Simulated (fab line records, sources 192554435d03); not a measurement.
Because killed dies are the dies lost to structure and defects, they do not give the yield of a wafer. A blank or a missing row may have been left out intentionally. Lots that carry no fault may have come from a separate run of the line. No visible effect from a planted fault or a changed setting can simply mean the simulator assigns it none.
The tool behind it: which one?    flow n5Finfet    8 lots, 24 wafers sampled, at 5 steps of a route of 1938

## WHAT THE GAUGES SHOWED, per wafer
N5_BEOL_M15_RC_MEAS_101.
lot   measured      on         COMB_M6 (S/m)
L077  day 13 07:19  prober-02  2e-11 2.5e-11 2.5e-11
L078  day 14 07:47  prober-01  2.9e-11 2.4e-11 3.5e-11
L079  day 14 16:44  prober-02  2.7e-11 3e-11 2.3e-11
L083  day 15 12:23  prober-01  3.3e-11 2.5e-11 2.1e-11
L086  day 16 09:16  prober-02  2.4e-11 1.9e-11 2.7e-11
L090  day 17 20:25  prober-02  2.3e-11 3e-11 2.4e-11
L094  day 18 11:58  prober-01  2.9e-11 2.7e-11 2.7e-11
L095  day 18 16:31  prober-02  2.4e-11 2.4e-11 2.6e-11

## EACH LOT AND THE TOOL THAT RAN IT (in order: tool; ch and the chambers of the sampled wafers; start)
lot   N5_BEOL_M14_PRE_CLEAN_42     N5_BEOL_M15_VIA_ETCH_16            N5_BEOL_M15_DEGAS_41         N5_BEOL_M15_PRE_CLEAN_42
L077  pvdSputter-02, day 12 23:34  rieDiel-01 ch 0,1,3, day 13 01:50  pvdSputter-02, day 13 05:29  pvdSputter-02, day 13 05:32
L078  pvdSputter-01, day 13 23:58  rieDiel-05 ch 2,3, day 14 01:59    pvdSputter-01, day 14 06:25  pvdSputter-01, day 14 06:28
L079  pvdSputter-01, day 14 09:04  rieDiel-02 ch 1,3, day 14 11:05    pvdSputter-01, day 14 15:05  pvdSputter-01, day 14 15:07
L083  pvdSputter-03, day 15 05:59  rieDiel-05 ch 0,1,2, day 15 08:08  pvdSputter-02, day 15 10:55  pvdSputter-02, day 15 10:58
L086  pvdSputter-03, day 16 02:05  rieDiel-02 ch 0,1, day 16 04:14    pvdSputter-02, day 16 07:22  pvdSputter-02, day 16 07:25
L090  pvdSputter-03, day 17 10:55  rieDiel-01 ch 1,2,3, day 17 13:16  pvdSputter-02, day 17 19:03  pvdSputter-02, day 17 19:05
L094  pvdSputter-01, day 18 01:34  rieDiel-05 ch 0,1, day 18 04:04    pvdSputter-01, day 18 10:17  pvdSputter-01, day 18 10:19
L095  pvdSputter-02, day 18 05:35  rieDiel-01 ch 0,2, day 18 07:47    pvdSputter-01, day 18 14:58  pvdSputter-01, day 18 15:00
- N5_BEOL_M14_PRE_CLEAN_42: time 30 s.
- N5_BEOL_M15_VIA_ETCH_16: etches SiO2 in C4F8/O2/Ar, target depth 1792.2 nm.
- N5_BEOL_M15_DEGAS_41: time 60 s.
- N5_BEOL_M15_PRE_CLEAN_42: time 30 s.

## THE ANSWER, worked out from the rows above alone
Rule: what is usual is taken from the lots themselves. Put in order of their means at a reading, lots are off if they are a third of the lots or fewer, leave a main group of 4 or more, and stand apart from it by a gap of 3 or more times the standard deviation of the main group's means; of several such gaps the widest counts. Not used: any main group whose means are identical at the precision the tables above print for the reading. A lot without any number at a reading at which 4 lots or more have one is off too. The other lots that the step has rows for count as sound.
Nothing can be told from this: no lot is off at any reading shown.

## WHAT WAS PUT IN BY THE SIMULATOR
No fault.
